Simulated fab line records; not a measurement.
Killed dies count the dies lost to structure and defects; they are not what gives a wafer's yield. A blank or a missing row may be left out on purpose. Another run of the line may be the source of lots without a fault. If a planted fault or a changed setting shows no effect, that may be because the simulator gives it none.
Matching of chambers | flow n5-finfet | 4 sister chambers for N5_HKMG_FIN_ALD_79 on ald-metal-03
The step deposits TiN, target thk 1.5 nm, pulse time 1 s, purge time 3 s. 8 wafers are shown with their chamber, then 8 later ones without.

EACH WAFER AND ITS CHAMBER
wafer  | chamber | heater-power-w (W) | precursor-pulse-height-rel
L082.5 | 2       | 849                | 1.004
L082.6 | 3       | 761                | 0.989
L083.4 | 0       | 1044               | 1.019
L083.5 | 1       | 768                | 0.948
L085.2 | 0       | 997                | 1.009
L085.3 | 1       | 754                | 1.002
L085.4 | 3       | 772                | 1.008
L091.1 | 2       | 857                | 1.007

WAFERS WHOSE CHAMBER IS MISSING
wafer  | heater-power-w (W) | precursor-pulse-height-rel
L091.3 | 1026               | 1.006
L091.6 | 765                | 1.013
L092.1 | 875                | 1.027
L092.2 | 755                | 1.026
L092.6 | 859                | 0.975
L095.4 | 1021               | 1.035
L095.5 | 744                | 1.003
L095.6 | 858                | 1.013

EACH ONE'S CHAMBER
wafer  | from the rows above     | in truth
L091.3 | 0                       | 0
L091.6 | can't be placed: 3 or 1 | 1
L092.1 | 2                       | 2
L092.2 | can't be placed: 3 or 1 | 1
L092.6 | 2                       | 2
L095.4 | 0                       | 0
L095.5 | can't be placed: 3 or 1 | 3
L095.6 | 2                       | 2
Placed correctly: 5 of 8. Can't be placed from these rows: 3 (the true chamber is among the candidates in 3). Wrongly placed: 0.
How it was worked out, from the rows above alone: a wafer's distance from a chamber is the root of the sum, over the readings, of the square of ((its reading less the chamber's mean) divided by the reading's scatter). The wafer belongs to the nearest chamber; if the next one is less than 2 further off, it can't be placed. Each chamber's mean is taken over the wafers shown for it. How the scatter is found: for the shown wafers, subtract from each reading the mean of its chamber, square and add these, divide the total by (wafers less chambers), then take the root.
